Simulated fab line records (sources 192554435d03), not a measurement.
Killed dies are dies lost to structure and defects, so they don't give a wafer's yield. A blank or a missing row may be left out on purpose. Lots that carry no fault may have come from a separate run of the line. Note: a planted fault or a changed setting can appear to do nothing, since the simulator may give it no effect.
Split-lot study -- flow n5_finfet -- 21 wafers read across 7 lots, on a route 1938 steps long

== ON THE SPLIT ==
At N5_ZERO_LAYER_EXPOSE_08 (exposes mask ZERO, defocus 0 nm, target cd 2000 nm), the setting dose_mj was moved away from the recipe's 16.2 on 6 of the 21 wafers read, by -4.0% to +6.7%. This setting was run at the recipe's value on the other wafers.

== FROM THE SPLIT TO THE READING: what the file shows between them, 2 steps ==
- N5_ZERO_LAYER_DEVELOP_10: develop time 60 s (also split here: develop_time_s)
- N5_ZERO_LAYER_HARDBAKE_23: time 120 s

== THE READING ==
cd_nm at N5_ZERO_LAYER_CD_MEAS_11, given in nm (cd target 2000 nm). On this fab line, fault-free wafers typically give 1999.4 nm with a standard deviation of 1.3 nm.

wafer,"tool, chamber at the split",dose_mj as run,against the recipe,"cd_nm, nm",against lot-mates on the recipe
L075.1,"krf_scanner-01, 0",16.64,+2.7%,2004.6,+6.3
L075.2,"krf_scanner-01, 0",16.2,recipe,1999.2,-
L075.3,"krf_scanner-01, 0",16.2,recipe,1997.4,-
L076.1,"krf_scanner-01, 0",16.2,recipe,1999.7,-
L076.4,"krf_scanner-01, 0",16.2,recipe,2000.8,-
L076.5,"krf_scanner-01, 0",16.2,recipe,1999.3,-
L085.1,"krf_scanner-01, 0",16.2,recipe,1998.2,-
L085.3,"krf_scanner-01, 0",16.2,recipe,1995.4,-
L085.6,"krf_scanner-01, 0",16.2,recipe,1996.0,-
L087.1,"krf_scanner-02, 0",16.2,recipe,2000.1,-
L087.2,"krf_scanner-02, 0",16.2,recipe,1998.4,-
L087.3,"krf_scanner-02, 0",16.2,recipe,1999.0,-
L089.4,"krf_scanner-01, 0",17.29,+6.7%,2014.4,+12.8
L089.5,"krf_scanner-01, 0",16.2,recipe,2001.6,-
L089.6,"krf_scanner-01, 0",17.29,+6.7%,2018.1,+16.5
L090.1,"krf_scanner-02, 0",16.2,recipe,2000.4,-
L090.2,"krf_scanner-02, 0",15.56,-4.0%,1988.6,-11.2
L090.5,"krf_scanner-02, 0",16.2,recipe,1999.3,-
L091.3,"krf_scanner-01, 0",16.82,+3.8%,2004.3,+4.3
L091.4,"krf_scanner-01, 0",16.82,+3.8%,2008.2,+8.2
L091.5,"krf_scanner-01, 0",16.2,recipe,2000.0,-

FIT RESULTS
A straight line over all 21 wafers: cd_nm changes by +2.44 nm for each +1% of dose_mj; r = +0.96; the points scatter about the line by 1.9 nm.
The same after taking each lot's own level away (the mean of its wafers on the recipe; 21 wafers): +2.19 nm for each +1%; r = +0.97; scatter 1.4 nm.
According to that fit, moving dose_mj by its largest amount changes the reading by 15 nm.
The span of the lots' own levels, 1996.53 to 2001.60 nm, comes to 3.9 times the standard deviation stated above.
So the lot-to-lot level changes the slope: the two fits differ.
Check: with one of the wafers moved furthest among these (+6.7%) left out of the fit, the line predicts +15.2 nm for it against its lot-mates. It came out at +12.8 nm against them.

== OTHER SPLITS ON THESE WAFERS ==
Before the reading, these wafers also passed through other splits. Each is held against what the fit with the lots' levels taken away leaves over:
other split on the same wafers,wafers away from the commonest value,r with cd_nm (lot level and that fit taken away)
N5_ZERO_LAYER_DEVELOP_10 develop_time_s,8,+0.65

== THE WHOLE CHAIN: every reading that the file lists as answering this split, in the file's order ==
step,what it does,reading,change (the file's fit),r (the file's)
N5_ZERO_LAYER_CD_MEAS_11,target cd 2000 nm,cd_nm,+2.22 nm for each +1% of the setting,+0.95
N5_ZERO_LAYER_DESCUM_16,"chemistry O2, time 7.9 s","ZERO_LAYER.cd_nm (the simulator's own value, which no gauge read)",+2.21 nm for each +1% of the setting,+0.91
N5_ZERO_LAYER_ETCH_17,"etches SiO2 in CF4, target depth 12 nm, time 13.3 s","ZERO_LAYER.cd_nm (the simulator's own value, which no gauge read)",+2.33 nm for each +1% of the setting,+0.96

== THE FILE'S OWN FIT ==
cd_nm changes by +2.22 nm for each +1% of dose_mj, r = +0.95.
